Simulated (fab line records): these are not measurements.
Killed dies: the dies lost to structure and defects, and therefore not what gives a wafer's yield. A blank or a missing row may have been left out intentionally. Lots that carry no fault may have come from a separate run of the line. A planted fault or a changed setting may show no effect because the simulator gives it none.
Chamber matching -- flow nandHarc -- NHARC_A_STAIRCASE_CMP_450 on cmp-03 has 4 sister chambers
The step polishes SiO2, target thk 200 nm. 8 wafers are shown with their chamber, then 8 later ones without.

== WAFERS WITH THEIR CHAMBER ==
wafer,chamber,motorCurrentA (A),edgeZonePressureFrac
L075.5,3,12.8,1.002
L081.6,1,11.7,1.001
L082.2,2,13.7,0.989
L082.5,0,12.7,1.006
L083.1,2,14.1,0.993
L083.2,1,12.5,0.993
L083.3,0,13.3,0.999
L089.2,3,13.0,0.998

== WAFERS WHOSE CHAMBER IS MISSING ==
wafer,motorCurrentA (A),edgeZonePressureFrac
L089.3,11.6,0.999
L089.5,13.8,0.991
L093.1,14.2,0.996
L093.2,12.9,1.001
L093.4,13.4,1.000
L095.2,12.0,1.000
L095.3,13.9,0.995
L095.6,14.1,1.004

== WHICH CHAMBER EACH ONE RAN IN ==
wafer,from the rows above,in truth
L089.3,can't be placed: 1 or 3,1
L089.5,2,2
L093.1,2,2
L093.2,can't be placed: 3 or 0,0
L093.4,can't be placed: 0 or 3 or 2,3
L095.2,can't be placed: 1 or 3 or 0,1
L095.3,can't be placed: 2 or 3 or 0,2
L095.6,can't be placed: 0 or 2 or 3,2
2 of 8 placed correctly. Unplaceable from these rows: 6, with the true chamber sitting among the candidates in 6. Number placed wrongly: 0.
How it was worked out, from the rows above alone: a wafer's distance from a chamber is the root of the sum, over the readings, of the square of ((its reading less the chamber's mean) divided by the reading's scatter). The wafer belongs to the nearest chamber; if the next one is less than 2 further off, it can't be placed. The mean given for a chamber averages the wafers shown for that chamber. How the scatter is found: for the shown wafers, subtract from each reading the mean of its chamber, square and add these, divide the total by (wafers less chambers), then take the root.
